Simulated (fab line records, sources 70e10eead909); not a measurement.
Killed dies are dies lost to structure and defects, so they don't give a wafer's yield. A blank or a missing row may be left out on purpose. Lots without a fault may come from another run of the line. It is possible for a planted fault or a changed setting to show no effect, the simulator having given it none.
Which tool is to blame?    flow nand_harc    12 lots, 36 wafers sampled, at 4 steps of a route of 1302

WHAT THE GAUGES READ, wafer by wafer
NHARC_A_ONON_D2_THK_MEAS_34: measures by ellipsometry. Usual: 201 nm for thk_nm, sd 3.
lot   measured      on             thk_nm (nm)  flag
L701  day 12 22:47  film_metro-01  200 199 204  
L700  day 12 22:49  film_metro-01  196 199 196  
L702  day 13 19:17  film_metro-02  199 204 201  
L704  day 14 01:19  film_metro-02  197 198 202  
L705  day 15 04:44  film_metro-01  200 206 207  
L707  day 15 04:46  film_metro-02  195 192 198  
L711  day 17 22:39  film_metro-01  199 205 209  
L710  day 17 22:49  film_metro-01  201 200 200  
L718  day 20 17:22  film_metro-01  201 200 202  
L721  day 21 19:40  film_metro-01  254 194 204  OFF
L720  day 21 19:56  film_metro-01  205 255 206  OFF
L722  day 22 05:25  film_metro-01  200 198 202  

NHARC_A_ONON_D2_INSPECT_32. Usual: 372 for raw_defect_count, sd 130.
lot   measured      on                 raw_defect_count  flag
L701  day 12 22:50  defect_inspect-01  636 342 518       
L700  day 12 22:53  defect_inspect-02  350 340 375       
L702  day 13 19:23  defect_inspect-01  224 300 252       
L704  day 14 01:23  defect_inspect-02  402 409 442       
L705  day 15 04:48  defect_inspect-02  314 229 215       
L707  day 15 04:51  defect_inspect-01  466 497 419       
L711  day 17 22:44  defect_inspect-02  382 328 312       
L710  day 17 22:53  defect_inspect-02  450 543 608       
L718  day 20 17:27  defect_inspect-02  369 381 373       
L721  day 21 19:44  defect_inspect-02  253 210 279       
L720  day 21 20:02  defect_inspect-01  376 355 431       
L722  day 22 05:29  defect_inspect-01  444 340 318       

NHARC_A_CHANNEL_HOLE_D2_INSPECT_12. Usual: 27 for raw_defect_count, sd 22.
lot   measured      on                 raw_defect_count  flag
L701  day 13 01:41  defect_inspect-01  39 50 54          
L700  day 13 01:49  defect_inspect-02  5 8 7             
L702  day 14 02:55  defect_inspect-01  8 5 5             
L704  day 14 05:26  defect_inspect-02  56 58 58          
L705  day 15 07:55  defect_inspect-01  2 7 5             
L707  day 15 08:10  defect_inspect-02  57 62 69          
L711  day 18 01:29  defect_inspect-02  14 14 10          
L710  day 18 03:07  defect_inspect-01  55 34 54          
L718  day 20 20:17  defect_inspect-01  49 54 54          
L721  day 22 03:22  defect_inspect-02  19 30 25          
L720  day 22 04:26  defect_inspect-02  4 6 2             
L722  day 22 11:30  defect_inspect-02  4 3 2             

TOOL THAT RAN EACH LOT (tool first, then ch and the chambers of the sampled wafers, then the start)
lot   NHARC_A_ONON_D2_DEP_33
L701  pecvd-03 ch 0,1,2, day 12 22:22
L700  pecvd-04 ch 0,2, day 12 22:28
L702  pecvd-03 ch 0,1,2, day 13 18:58
L704  pecvd-03 ch 0,1,2, day 14 00:55
L705  pecvd-03 ch 0,2, day 15 04:19
L707  pecvd-04 ch 0,2, day 15 04:20
L711  pecvd-04 ch 1,2, day 17 22:14
L710  pecvd-03 ch 0,1,2, day 17 22:25
L718  pecvd-04 ch 0,1,2, day 20 16:59
L721  pecvd-04 ch 0,1,2, day 21 19:15
L720  pecvd-04 ch 0,1, day 21 19:32
L722  pecvd-03 ch 0,2, day 22 05:02
- NHARC_A_ONON_D2_DEP_33: deposits SiO2, target thk 200 nm.

WHAT THE TOOLS THEMSELVES READ (means of the sampled wafers that have a number; where no wafer has one, the mark that the record gives instead)
NHARC_A_ONON_D2_DEP_33. Usual: heater_power_w 554 W, standard deviation 80; mfc_precursor_sccm 161.3 sccm, standard deviation 0.49; showerhead_vpp_V 1868 V, standard deviation 85; throttle_valve_pct 15.9 %, standard deviation 0.65.
lot   tool      heater_power_w (W)  mfc_precursor_sccm (sccm)  showerhead_vpp_V (V)  throttle_valve_pct (%)  flag
L701  pecvd-03  594                 161.1                      1861                  16.0                    
L700  pecvd-04  445                 161.4                      1948                  16.5                    
L702  pecvd-03  559                 160.9                      1854                  16.0                    
L704  pecvd-03  572                 161.1                      1856                  16.0                    
L705  pecvd-03  632                 161.2                      1862                  16.1                    
L707  pecvd-04  496                 161.2                      1929                  16.5                    
L711  pecvd-04  578                 161.7                      1849                  16.2                    
L710  pecvd-03  564                 161.4                      1860                  15.7                    
L718  pecvd-04  541                 160.9                      1876                  16.4                    
L721  pecvd-04  513                 176.5                      1862                  16.5                    OFF
L720  pecvd-04  558                 176.8                      1801                  16.0                    OFF
L722  pecvd-03  591                 161.3                      1890                  15.7                    

THE ANSWER, worked out from the rows above alone
Rule: take the mean of a lot's wafers that have a number; if it is more than 3 standard deviations from the usual mean, the lot is off. Also off: a lot with no number at a reading for which 4 or more lots have one. The other lots that the step has rows for count as sound. Order of review: gauges by route order, followed by the tools' own readings, for which a lot's mean as printed above is used. The first step at which some lot is off is used, and at that step the reading that is off furthest; a lot without a number counts as furthest.
Off: L721, L720 (NHARC_A_ONON_D2_THK_MEAS_34, thk_nm).
A tool fits if, at a process step before that reading, it ran every lot that is off, and no sound lot after the first of them. The gauges at NHARC_A_ONON_D2_THK_MEAS_34 aren't tried: what is off there is off at NHARC_A_ONON_D2_DEP_33 too, on other tools, and a gauge's error can't cause that. One fits: NHARC_A_ONON_D2_DEP_33 on pecvd-04. A fault onset in the window from L718 (day 20 16:59, its last sound lot) to L721 (day 21 19:15, its first lot off) fits.
On the lots that are off, the tool's own readings at NHARC_A_ONON_D2_DEP_33 differ by more than 5 times the standard deviation of the sound lots' means, which bears it out; mfc_precursor_sccm reads 176.7 sccm there versus 161.2 sccm on the sound lots.

WHAT THE SIMULATOR PUT IN
pecvd-04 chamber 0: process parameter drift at NHARC_A_ONON_D2_DEP_33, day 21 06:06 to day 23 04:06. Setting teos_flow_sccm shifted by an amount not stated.
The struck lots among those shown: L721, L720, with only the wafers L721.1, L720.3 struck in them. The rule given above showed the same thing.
